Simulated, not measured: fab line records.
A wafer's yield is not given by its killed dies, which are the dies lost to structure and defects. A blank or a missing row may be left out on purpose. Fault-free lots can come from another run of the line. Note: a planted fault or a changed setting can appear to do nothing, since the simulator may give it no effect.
Struck lot and sound lot, side by side || flow n5Finfet || 36 out of 1938 route steps
Sound: wafers L829.3, L829.4, L829.5. Struck: wafers L838.3, L838.5. The cause comes at the end.
Each step with rows lists, per side, the tool, then ch with its chambers, then its first start. Under that, the readings that differ: sound wafers || struck wafers || difference of the means || sigmas: that difference in standard deviations of wafers without a fault.
alike: a reading whose means differ by less than 2 such deviations, as well as words and numbers matching on both sides. not compared: withheld readings; readings where some wafer has no value; bounds like >300 that might hide an equal value; numbers whose values overlap and for which the record gives no deviation.
The two part at a step that has a row with sigmas, a row that says differs or no value, or rows on one side only. Numbers that don't overlap but have no deviation are shown without sigmas and don't part them. Lack of a reading on every wafer of one side parts them only where that side has two or more wafers.

first, 9 steps without rows for these wafers: N5_BEOL_M7_ALD_77 (deposits TaN, target thk 2 nm, pulse time 2 s, purge time 3 s); N5_BEOL_M7_SURFACE_TREAT_79; N5_BEOL_M7_CVD_78 (deposits Co from CCTBA/H2, target thk 2 nm, time 142.3 s); N5_BEOL_M7_SPUTTER_48 (material Cu, target thk 10 nm, time 1.667 s); N5_BEOL_M7_ECD_50 (material Cu, target thk 300 nm); N5_BEOL_M7_ANNEAL_51 (time 90 s); N5_BEOL_M7_CMP_52 (polishes, stops on SiCOH lowk, t overpolish 6.9 s, target thk 80 nm); N5_BEOL_M7_PRE_CLEAN_55 (time 15 s); N5_BEOL_M7_DEP_56 (deposits SiCN from 3MS/NH3, target thk 10 nm, time 17.5 s).
N5_BEOL_M8_ILD_DEP_00: deposits SiCOH lowk from DEMS/porogen, target thk 179.75 nm, time 33.4 s.
  sound on pecvd-03 ch 0,1,2, day 10 08:19; struck on pecvd-03 ch 1,2, day 12 05:57
{"reading": "rfFwdPowerW (W)", "sound": "495.8 496.1 491.6", "struck": "- -", "difference": "no value on the struck wafers", "sigmas": ""}
{"reading": "model.SiCOH_lowk_of_BEOL_M8_ILD_DEP_00.thkNm (nm)", "sound": "181 182.4 184.2", "struck": "167.2 172.8", "difference": -12.5, "sigmas": ""}
  alike: heaterPowerW, showerheadPlenumPTorr, throttleValvePct
then, 1 step without rows for these wafers: N5_BEOL_M8_CURE_74 (cures SiCOH lowk, time 240 s).
N5_BEOL_M8_THK_MEAS_01:
  sound: filmMetro-01 at day 10 09:01; struck: filmMetro-02 at day 12 06:32
{"reading": "M8_ILD_THK (nm)", "sound": "156.1 157.3 158.9", "struck": "144.1 148.9", "difference": -10.9, "sigmas": -5}
then, 23 steps without rows for these wafers: N5_BEOL_M8_PECVD_70 (deposits SiO2 from TEOS/O2, target thk 20 nm, time 22.7 s); N5_BEOL_M8_HM_DEP_02 (deposits TiN, target thk 20 nm); N5_BEOL_M8_COAT_59 (time 60 s, resist thk 100 nm); N5_BEOL_M8_COAT_60 (time 60 s, resist thk 35 nm); N5_BEOL_M8_COAT_05 (resist thk 90 nm); N5_BEOL_M8_EBR_07; N5_BEOL_M8_SOFTBAKE_06 (time 60 s); N5_BEOL_M8_EXPOSE_08 (exposes mask M8); N5_BEOL_M8_PEB_09 (peb time 60 s); N5_BEOL_M8_DEVELOP_10 (develop time 30 s); N5_BEOL_M8_DESCUM_16 (chemistry O2, time 7.9 s); N5_BEOL_M8_ETCH_61 (etches SiARC in CF4, target depth 45.5 nm, time 75.8 s); N5_BEOL_M8_ETCH_62 (etches SOC in N2/H2, target depth 110 nm, overetch 22 nm, time 165 s); N5_BEOL_M8_STRIP_68 (strips in N2/H2); N5_BEOL_M8_STRIP_67 (strips in CF4); N5_BEOL_M8_HM_OPEN_17 (chemistry Cl2/BCl3, target TiN, target depth 20 nm, overetch 6 nm); N5_BEOL_M8_STRIP_19 (strips in O2); N5_BEOL_M8_COAT_63 (time 60 s, resist thk 60 nm); N5_BEOL_M8_COAT_64 (time 60 s, resist thk 12 nm); N5_BEOL_M8_COAT_71 (time 60 s, resist thk 5 nm); N5_BEOL_M8_COAT_22 (resist thk 30 nm); N5_BEOL_M8_EBR_24; N5_BEOL_M8_SOFTBAKE_23 (time 60 s).
N5_BEOL_M8_CMP_52: polishes, stops on SiCOH lowk, t overpolish 6.9 s, target thk 80 nm.
  sound on cmp-04 ch 2,3, day 10 16:14; struck on cmp-04 ch 3, day 12 11:37
{"reading": "model.SiCOH_lowk_of_BEOL_M8_ILD_DEP_00.thkNm (nm)", "sound": "153.2 154.4 155.8", "struck": "141 146", "difference": -11, "sigmas": ""}
  alike: motorCurrentA, slurryFlowMlMin

## WHERE THEY PART
Earliest at N5_BEOL_M8_ILD_DEP_00; latest, in this record, at N5_BEOL_M8_THK_MEAS_01. Later steps at which nothing parts them and some readings are alike: N5_BEOL_M8_CMP_52.

WHY: the cause the simulator had injected
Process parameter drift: pecvd-03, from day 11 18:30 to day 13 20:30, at N5_BEOL_M8_ILD_DEP_00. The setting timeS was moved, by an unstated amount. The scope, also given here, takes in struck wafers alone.
